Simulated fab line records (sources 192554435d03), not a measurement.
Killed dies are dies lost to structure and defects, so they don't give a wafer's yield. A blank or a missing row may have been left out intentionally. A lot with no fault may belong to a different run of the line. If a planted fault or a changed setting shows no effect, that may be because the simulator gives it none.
Which tool did it? | flow n5_finfet | 21 wafers from 7 lots sampled at 8 of the route's 1938 steps

WHAT EACH GAUGE READ, for each wafer
N5_BEOL_M9_INSPECT_30: inspects for defects (brightfield). Usual: raw_defect_count reads 423 (standard deviation 100).
lot  | measured     | on                | raw_defect_count | flag
L560 | day 11 02:31 | defect_inspect-01 | 265 352 285      |
L563 | day 11 18:00 | defect_inspect-02 | 489 625 449      |
L569 | day 13 16:22 | defect_inspect-01 | 412 534 394      |
L572 | day 14 10:51 | defect_inspect-01 | 280 338 389      |
L574 | day 14 16:31 | defect_inspect-01 | 274 296 382      |
L575 | day 14 19:58 | defect_inspect-02 | 546 355 318      |
L576 | day 15 12:04 | defect_inspect-02 | 599 375 464      |

N5_BEOL_M9_OCD_MEAS_38. Usual: trench_depth_nm reads 150.5 nm (standard deviation 2.7).
lot  | measured     | on     | trench_depth_nm (nm) | flag
L560 | day 11 03:01 | ocd-02 | 150.6 201.9 203.3    | OFF
L563 | day 11 18:29 | ocd-02 | 150.5 150.0 197.7    | OFF
L569 | day 13 16:51 | ocd-02 | 149.9 150.0 154.2    |
L572 | day 14 11:22 | ocd-01 | 150.5 151.2 144.9    |
L574 | day 14 17:07 | ocd-02 | 148.1 149.9 147.8    |
L575 | day 14 20:37 | ocd-02 | 145.4 150.8 150.3    |
L576 | day 15 12:43 | ocd-02 | 154.3 149.1 152.1    |

N5_BEOL_M9_THK_MEAS_53: measures by xrf. Usual: for M9_THK the level is 136.2 nm and the standard deviation is 3.
lot  | measured     | on            | M9_THK (nm)       | flag
L560 | day 11 05:52 | film_metro-02 | 135.2 185.5 188.9 | OFF
L563 | day 11 20:56 | film_metro-02 | 136.2 136.2 182.2 | OFF
L569 | day 13 19:09 | film_metro-02 | 135.5 135.0 140.2 |
L572 | day 14 15:03 | film_metro-01 | 136.0 136.7 129.8 |
L574 | day 14 19:38 | film_metro-01 | 134.8 136.6 134.2 |
L575 | day 15 00:45 | film_metro-01 | 130.7 136.2 135.5 |
L576 | day 15 17:19 | film_metro-02 | 144.7 138.1 140.6 |

N5_BEOL_M9_RS_MEAS_57: measures by four-point-probe. Usual: for M9_RS the level is 0.153 ohm/sq and the standard deviation is 0.0034.
lot  | measured     | on            | M9_RS (ohm/sq)    | flag
L560 | day 11 06:01 | film_metro-02 | 0.153 0.109 0.108 | OFF
L563 | day 11 21:04 | film_metro-01 | 0.152 0.152 0.110 | OFF
L569 | day 13 19:17 | film_metro-01 | 0.153 0.154 0.148 |
L572 | day 14 15:11 | film_metro-01 | 0.152 0.151 0.159 |
L574 | day 14 19:47 | film_metro-02 | 0.153 0.151 0.154 |
L575 | day 15 00:53 | film_metro-02 | 0.161 0.154 0.154 |
L576 | day 15 17:29 | film_metro-02 | 0.145 0.152 0.150 |

N5_BEOL_M15_RC_MEAS_101. Usual: COMB_M10 1.44e-11 S/m, standard deviation 3e-12; COMB_M11 1.45e-11 S/m, standard deviation 2.7e-12; COMB_M12 6.7e-12 S/m, standard deviation 1.5e-12; COMB_M13 5.3e-12 S/m, standard deviation 1.4e-12; COMB_M13_max_site 7.4e-12 S/m, standard deviation 2e-12; COMB_M14 4e-12 S/m, standard deviation 1e-12; COMB_M15 3.1e-12 S/m, standard deviation 8.8e-13; COMB_M5 3.6e-11 S/m, standard deviation 7.4e-12; COMB_M6 2.5e-11 S/m, standard deviation 5.4e-12; COMB_M7 2.5e-11 S/m, standard deviation 5e-12; COMB_M8 2.6e-11 S/m, standard deviation 5.2e-12; SERP_M10 3.06 ohm/um, standard deviation 0.076; SERP_M11 3.09 ohm/um, standard deviation 0.081; SERP_M12 0.636 ohm/um, standard deviation 0.013; SERP_M13 0.310 ohm/um, standard deviation 0.0053; SERP_M14 0.160 ohm/um, standard deviation 0.0031; SERP_M5 38.9 ohm/um, standard deviation 1.5; SERP_M6 13.8 ohm/um, standard deviation 0.49; SERP_M7 14.1 ohm/um, standard deviation 0.53; SERP_M8 13.6 ohm/um, standard deviation 0.4; SERP_M8_max_site 14.2 ohm/um, standard deviation 0.5; SERP_M9 3.10 ohm/um, standard deviation 0.076; SERP_M9_max_site 3.19 ohm/um, standard deviation 0.083.
lot  | measured     | on        | COMB_M10 (S/m)             | COMB_M11 (S/m)             | COMB_M12 (S/m)          | COMB_M13 (S/m)          | COMB_M13_max_site (S/m)  | COMB_M14 (S/m)          | COMB_M15 (S/m)          | COMB_M5 (S/m)           | COMB_M6 (S/m)           | COMB_M7 (S/m)           | COMB_M8 (S/m)           | SERP_M10 (ohm/um) | SERP_M11 (ohm/um) | SERP_M12 (ohm/um) | SERP_M13 (ohm/um) | SERP_M14 (ohm/um) | SERP_M5 (ohm/um) | SERP_M6 (ohm/um) | SERP_M7 (ohm/um) | SERP_M8 (ohm/um) | SERP_M8_max_site (ohm/um) | SERP_M9 (ohm/um) | SERP_M9_max_site (ohm/um) | flag
L560 | day 13 01:35 | prober-01 | 1.32e-11 1.29e-11 1.39e-11 | 1.84e-11 1.22e-11 1.15e-11 | 5.3e-12 5.9e-12 7.7e-12 | 3.8e-12 4.6e-12 6.7e-12 | 5.9e-12 6.9e-12 1.04e-11 | 3.5e-12 3.1e-12 3.5e-12 | 2.8e-12 4e-12 3e-12     | 4.7e-11 4.6e-11 4.1e-11 | 3.6e-11 2e-11 2.5e-11   | 2.3e-11 2.6e-11 2.1e-11 | 1.8e-11 2.6e-11 2.5e-11 | 3.09 3.12 3.10    | 3.09 2.97 2.98    | 0.625 0.609 0.603 | 0.313 0.303 0.311 | 0.156 0.158 0.157 | 39.4 40.8 40.9   | 13.6 13.1 13.5   | 13.8 13.9 14.4   | 13.9 13.8 14.0   | 14.1 14.2 14.6            | 3.08 2.21 2.15   | 3.20 2.26 2.23            | OFF
L563 | day 13 16:10 | prober-01 | 1.33e-11 1.43e-11 1.68e-11 | 1.73e-11 1.4e-11 1.66e-11  | 7.4e-12 7.6e-12 7.2e-12 | 6.1e-12 4.9e-12 5.4e-12 | 7.4e-12 6.9e-12 7.2e-12  | 3.7e-12 3.9e-12 3.6e-12 | 4.2e-12 3.8e-12 4.1e-12 | 3.6e-11 3.5e-11 2.8e-11 | 2.1e-11 2.5e-11 2.4e-11 | 3.2e-11 2.8e-11 2.3e-11 | 2.4e-11 2.3e-11 2.7e-11 | 2.97 2.99 2.99    | 3.20 3.19 3.11    | 0.655 0.640 0.640 | 0.313 0.301 0.309 | 0.165 0.161 0.166 | 38.8 39.7 39.3   | 13.3 13.3 13.7   | 13.7 13.1 14.0   | 13.6 14.6 13.8   | 14.4 15.0 15.2            | 3.03 3.11 2.24   | 3.20 3.25 2.31            | OFF
L569 | day 15 15:35 | prober-02 | 1.74e-11 1.43e-11 1.04e-11 | 1.68e-11 1.75e-11 1.39e-11 | 6e-12 5.9e-12 4.1e-12   | 5.5e-12 5e-12 4.4e-12   | 7e-12 6e-12 7.2e-12      | 3.4e-12 3.2e-12 3.2e-12 | 2.5e-12 2.5e-12 2.9e-12 | 2.6e-11 3.5e-11 2.7e-11 | 1.8e-11 2.4e-11 1.7e-11 | 1.9e-11 2.3e-11 1.5e-11 | 3.3e-11 2.3e-11 2.3e-11 | 3.00 3.05 3.07    | 3.11 3.08 2.95    | 0.617 0.643 0.644 | 0.313 0.311 0.308 | 0.158 0.163 0.157 | 40.6 40.9 39.8   | 13.3 14.1 13.8   | 14.2 13.7 13.5   | 13.6 13.3 13.1   | 14.2 13.5 13.5            | 3.14 3.17 3.04   | 3.19 3.24 3.09            |
L572 | day 16 07:27 | prober-01 | 9.4e-12 1.17e-11 1.22e-11  | 1.75e-11 1.83e-11 1.2e-11  | 8e-12 8.1e-12 7.3e-12   | 6.3e-12 4.7e-12 7e-12   | 9.8e-12 6.7e-12 1.12e-11 | 4.1e-12 4.6e-12 4.7e-12 | 2.7e-12 3.2e-12 3e-12   | 2.9e-11 2.8e-11 3.2e-11 | 2.4e-11 3.1e-11 2.1e-11 | 3.5e-11 2.4e-11 2.4e-11 | 3e-11 3.1e-11 2.5e-11   | 3.05 2.95 2.95    | 3.10 3.01 2.96    | 0.628 0.647 0.643 | 0.301 0.304 0.313 | 0.165 0.163 0.165 | 41.1 39.9 40.4   | 14.3 13.5 14.0   | 14.2 13.9 13.9   | 14.1 13.7 14.6   | 14.4 14.6 15.0            | 3.12 3.03 3.23   | 3.19 3.25 3.26            |
L574 | day 16 22:34 | prober-02 | 1.14e-11 1.41e-11 1.36e-11 | 9.6e-12 1.73e-11 1.45e-11  | 3.5e-12 3.6e-12 4.4e-12 | 4e-12 3.7e-12 3.9e-12   | 6e-12 6.4e-12 4.8e-12    | 3.3e-12 4.8e-12 2.4e-12 | 1.8e-12 2.1e-12 2.3e-12 | 2.9e-11 3.6e-11 4.2e-11 | 2.8e-11 2.9e-11 2.6e-11 | 2.2e-11 1.5e-11 2.2e-11 | 2.8e-11 2.6e-11 2e-11   | 3.06 2.95 3.03    | 3.13 3.03 3.09    | 0.629 0.623 0.627 | 0.311 0.309 0.310 | 0.163 0.161 0.165 | 39.1 40.0 40.1   | 13.4 13.4 13.7   | 14.1 14.0 13.8   | 13.8 13.0 13.5   | 14.8 13.3 14.0            | 3.11 3.10 3.14   | 3.20 3.13 3.18            |
L575 | day 17 04:10 | prober-01 | 1.42e-11 1.66e-11 1.82e-11 | 1.38e-11 1.12e-11 1.35e-11 | 8.1e-12 7.9e-12 7.9e-12 | 5.9e-12 6.5e-12 8.2e-12 | 8.1e-12 8.9e-12 1.33e-11 | 5.5e-12 4.3e-12 5.6e-12 | 3.2e-12 3.1e-12 4.1e-12 | 2.7e-11 3.2e-11 3.5e-11 | 2.7e-11 3.1e-11 3e-11   | 2.4e-11 2.3e-11 3e-11   | 2.9e-11 2.2e-11 2.7e-11 | 2.96 3.09 3.10    | 3.13 3.14 3.16    | 0.651 0.638 0.666 | 0.306 0.301 0.314 | 0.159 0.159 0.164 | 37.8 38.4 38.4   | 13.9 13.2 13.5   | 13.5 13.8 13.7   | 13.3 13.6 13.7   | 14.0 14.4 14.3            | 3.26 3.07 3.12   | 3.40 3.12 3.18            |
L576 | day 17 16:11 | prober-02 | 1.33e-11 1.63e-11 1.62e-11 | 1.29e-11 1.14e-11 1.19e-11 | 8.1e-12 6.3e-12 7e-12   | 4.4e-12 4.5e-12 4.1e-12 | 5.8e-12 7.2e-12 7.2e-12  | 2.7e-12 2.2e-12 2.1e-12 | 2.7e-12 1.9e-12 1.8e-12 | 3.3e-11 4.5e-11 3.4e-11 | 2.1e-11 2.1e-11 2.9e-11 | 3.1e-11 2.3e-11 2.4e-11 | 1.4e-11 1.8e-11 1.8e-11 | 3.12 3.15 3.14    | 2.98 3.03 3.11    | 0.649 0.648 0.631 | 0.311 0.307 0.311 | 0.160 0.159 0.159 | 38.9 40.1 40.4   | 13.9 14.1 14.3   | 14.9 14.5 14.2   | 13.5 13.8 13.7   | 13.8 14.7 14.4            | 2.95 3.16 3.04   | 3.04 3.20 3.18            |

EACH LOT AND THE TOOL THAT RAN IT (in order: tool; ch and the chambers of the sampled wafers; start)
lot  | N5_BEOL_M9_DESCUM_33               | N5_BEOL_M9_TRENCH_ETCH_37          | N5_BEOL_M9_PRE_CLEAN_45
L560 | rie_diel-03 ch 0,2,3, day 11 02:34 | rie_diel-03 ch 0,2,3, day 11 02:50 | pvd_sputter-01, day 11 04:01
L563 | rie_diel-03 ch 0,2,3, day 11 18:02 | rie_diel-03 ch 0,2,3, day 11 18:19 | pvd_sputter-03, day 11 19:08
L569 | rie_diel-05 ch 0,1,3, day 13 16:24 | rie_diel-05 ch 0,1,3, day 13 16:41 | pvd_sputter-03, day 13 17:37
L572 | rie_diel-03 ch 1,2,3, day 14 10:55 | rie_diel-03 ch 1,2,3, day 14 11:11 | pvd_sputter-01, day 14 11:55
L574 | rie_diel-06 ch 0,1,2, day 14 16:40 | rie_diel-06 ch 0,1,2, day 14 16:57 | pvd_sputter-02, day 14 18:09
L575 | rie_diel-03 ch 1,2,3, day 14 20:09 | rie_diel-03 ch 1,2,3, day 14 20:26 | pvd_sputter-01, day 14 23:23
L576 | rie_diel-05 ch 1,2,3, day 15 12:15 | rie_diel-05 ch 1,2,3, day 15 12:32 | pvd_sputter-03, day 15 13:44
- N5_BEOL_M9_DESCUM_33: chemistry O2, time 7 s.
- N5_BEOL_M9_TRENCH_ETCH_37: etches SiCOH lowk in C4F6/O2, target depth 151.43 nm, time 49 s.
- N5_BEOL_M9_PRE_CLEAN_45: time 30 s.

WHAT THE TOOLS THEMSELVES READ (means of the sampled wafers that have a number; where no wafer has one, the mark that the record gives instead)
N5_BEOL_M9_DESCUM_33. Usual: drypump_motor_current_A 5.5 A, standard deviation 0.52; oes_product_au 0.79 a.u., standard deviation 0.081; rf_vpp_V 243.3 V, standard deviation 1.3; showerhead_plenum_p_Torr 2.10 Torr, standard deviation 0.064; throttle_valve_pct 20.41 %, standard deviation 0.25.
lot  | tool        | drypump_motor_current_A (A) | oes_product_au (a.u.) | rf_vpp_V (V) | showerhead_plenum_p_Torr (Torr) | throttle_valve_pct (%) | flag
L560 | rie_diel-03 | 5.1                         | 0.81                  | 243.7        | 2.10                            | 20.23                  |
L563 | rie_diel-03 | 5.1                         | 0.80                  | 242.9        | 2.10                            | 20.23                  |
L569 | rie_diel-05 | 5.4                         | 0.77                  | 244.1        | 2.15                            | 20.38                  |
L572 | rie_diel-03 | 5.0                         | 0.78                  | 242.8        | 2.09                            | 20.25                  |
L574 | rie_diel-06 | 5.5                         | 0.76                  | 242.3        | 2.03                            | 20.71                  |
L575 | rie_diel-03 | 5.0                         | 0.78                  | 242.8        | 2.09                            | 20.24                  |
L576 | rie_diel-05 | 5.7                         | 0.81                  | 244.4        | 2.14                            | 20.47                  |

N5_BEOL_M9_TRENCH_ETCH_37. Usual: bias_w 184.9 W (standard deviation 0.52); drypump_motor_current_A 5.5 A (standard deviation 0.52); oes_product_au 0.79 a.u. (standard deviation 0.082); rf_vpp_V 666 V (standard deviation 7.9); run_length_s 72.4 s (standard deviation 0.36); showerhead_plenum_p_Torr 2.86 Torr (standard deviation 0.083); throttle_valve_pct 20.95 % (standard deviation 0.22).
lot  | tool        | bias_w (W) | drypump_motor_current_A (A) | oes_product_au (a.u.) | rf_vpp_V (V) | run_length_s (s) | showerhead_plenum_p_Torr (Torr) | throttle_valve_pct (%) | flag
L560 | rie_diel-03 | 185.4      | 5.1                         | 0.81                  | 666          | 83.2             | 2.86                            | 20.74                  | OFF
L563 | rie_diel-03 | 184.7      | 5.1                         | 0.80                  | 665          | 78.0             | 2.86                            | 20.75                  | OFF
L569 | rie_diel-05 | 184.7      | 5.4                         | 0.77                  | 664          | 72.4             | 2.93                            | 20.93                  |
L572 | rie_diel-03 | 184.9      | 5.0                         | 0.78                  | 660          | 72.6             | 2.86                            | 20.80                  |
L574 | rie_diel-06 | 184.7      | 5.5                         | 0.74                  | 665          | 72.5             | 2.77                            | 21.23                  |
L575 | rie_diel-03 | 184.1      | 5.0                         | 0.78                  | 660          | 72.6             | 2.86                            | 20.81                  |
L576 | rie_diel-05 | 185.7      | 5.7                         | 0.81                  | 667          | 72.3             | 2.91                            | 21.00                  |

N5_BEOL_M9_PRE_CLEAN_45. Usual: heater_power_w reads 313 W (standard deviation 17).
lot  | tool           | heater_power_w (W) | flag
L560 | pvd_sputter-01 | 317                |
L563 | pvd_sputter-03 | 309                |
L569 | pvd_sputter-03 | 316                |
L572 | pvd_sputter-01 | 314                |
L574 | pvd_sputter-02 | 317                |
L575 | pvd_sputter-01 | 318                |
L576 | pvd_sputter-03 | 310                |

THE ANSWER, worked out from the rows above alone
Rule: a lot counts as off when the mean over its wafers that have a number is more than 3 standard deviations away from the usual mean. Also off: a lot with no number at a reading for which 4 or more lots have one. Where the step has rows for the other lots, those lots are counted as sound. Order of review: gauges by route order, followed by the tools' own readings, for which a lot's mean as printed above is used. The first step at which some lot is off is used, and at that step the reading that is off furthest; a lot without a number counts as furthest.
Off, at N5_BEOL_M9_OCD_MEAS_38 on trench_depth_nm: L560, L563.
A tool fits if, at a process step before that reading, it ran every lot that is off, and no sound lot after the first of them. The gauges at N5_BEOL_M9_OCD_MEAS_38 aren't tried: what is off there is off at N5_BEOL_M9_THK_MEAS_53 too, on other tools, and a gauge's error can't cause that. None of those tried fits.

WHAT THE SIMULATOR HAD PUT IN
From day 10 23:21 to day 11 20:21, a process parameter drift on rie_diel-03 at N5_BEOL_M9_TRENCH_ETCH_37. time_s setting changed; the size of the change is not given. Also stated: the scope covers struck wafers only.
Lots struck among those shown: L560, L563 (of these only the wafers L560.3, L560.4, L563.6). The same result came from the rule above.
